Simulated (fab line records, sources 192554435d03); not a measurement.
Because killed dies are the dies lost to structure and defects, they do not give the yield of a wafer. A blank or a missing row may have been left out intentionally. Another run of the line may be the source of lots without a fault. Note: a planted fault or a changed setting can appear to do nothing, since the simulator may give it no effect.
Matching of chambers :: flow n5Finfet :: rieDiel-03 running N5_FIN_SAQP_SPACER1_ETCHBACK_25: 4 sister chambers
The step etches SiO2 in CHF3/O2, target depth 24.4 nm, time 12.2 s. 8 wafers are shown with their chamber, then 11 later ones without.

## WAFERS, EACH WITH ITS CHAMBER
wafer: L077.2
chamber: 0
showerheadPlenumPTorr (Torr): 2.49
throttleValvePct (%): 19.13

wafer: L077.3
chamber: 3
showerheadPlenumPTorr (Torr): 2.41
throttleValvePct (%): 19.13

wafer: L077.5
chamber: 2
showerheadPlenumPTorr (Torr): 2.56
throttleValvePct (%): 18.50

wafer: L077.6
chamber: 1
showerheadPlenumPTorr (Torr): 2.33
throttleValvePct (%): 18.40

wafer: L082.1
chamber: 0
showerheadPlenumPTorr (Torr): 2.49
throttleValvePct (%): 19.13

wafer: L082.2
chamber: 1
showerheadPlenumPTorr (Torr): 2.32
throttleValvePct (%): 18.41

wafer: L082.3
chamber: 3
showerheadPlenumPTorr (Torr): 2.40
throttleValvePct (%): 19.15

wafer: L082.4
chamber: 2
showerheadPlenumPTorr (Torr): 2.56
throttleValvePct (%): 18.52

## WAFERS MISSING THEIR CHAMBER
wafer: L082.5
showerheadPlenumPTorr (Torr): 2.40
throttleValvePct (%): 19.16

wafer: L082.6
showerheadPlenumPTorr (Torr): 2.49
throttleValvePct (%): 19.14

wafer: L093.1
showerheadPlenumPTorr (Torr): 2.31
throttleValvePct (%): 18.45

wafer: L093.2
showerheadPlenumPTorr (Torr): 2.40
throttleValvePct (%): 19.17

wafer: L093.3
showerheadPlenumPTorr (Torr): 2.55
throttleValvePct (%): 18.57

wafer: L093.4
showerheadPlenumPTorr (Torr): 2.48
throttleValvePct (%): 19.16

wafer: L093.5
showerheadPlenumPTorr (Torr): 2.48
throttleValvePct (%): 19.16

wafer: L093.6
showerheadPlenumPTorr (Torr): 2.40
throttleValvePct (%): 19.16

wafer: L096.3
showerheadPlenumPTorr (Torr): 2.31
throttleValvePct (%): 18.46

wafer: L096.4
showerheadPlenumPTorr (Torr): 2.55
throttleValvePct (%): 18.56

wafer: L096.6
showerheadPlenumPTorr (Torr): 2.31
throttleValvePct (%): 18.47

## CHAMBER TAKEN BY EACH
wafer: L082.5
from the rows above: 3
in truth: 3

wafer: L082.6
from the rows above: 0
in truth: 0

wafer: L093.1
from the rows above: 1
in truth: 1

wafer: L093.2
from the rows above: 3
in truth: 3

wafer: L093.3
from the rows above: 2
in truth: 2

wafer: L093.4
from the rows above: 0
in truth: 0

wafer: L093.5
from the rows above: 0
in truth: 0

wafer: L093.6
from the rows above: 3
in truth: 3

wafer: L096.3
from the rows above: 1
in truth: 1

wafer: L096.4
from the rows above: 2
in truth: 2

wafer: L096.6
from the rows above: 1
in truth: 1
Placed correctly: 11 of 11. Can't be placed from these rows: 0. Wrongly placed: 0.
How it was worked out, from the rows above alone: a wafer's distance from a chamber is the root of the sum, over the readings, of the square of ((its reading less the chamber's mean) divided by the reading's scatter). If the next closest chamber is less than 2 further off than the closest, the wafer can't be placed; otherwise it belongs to the closest. The mean given for a chamber averages the wafers shown for that chamber. How the scatter is found: for the shown wafers, subtract from each reading the mean of its chamber, square and add these, divide the total by (wafers less chambers), then take the root.
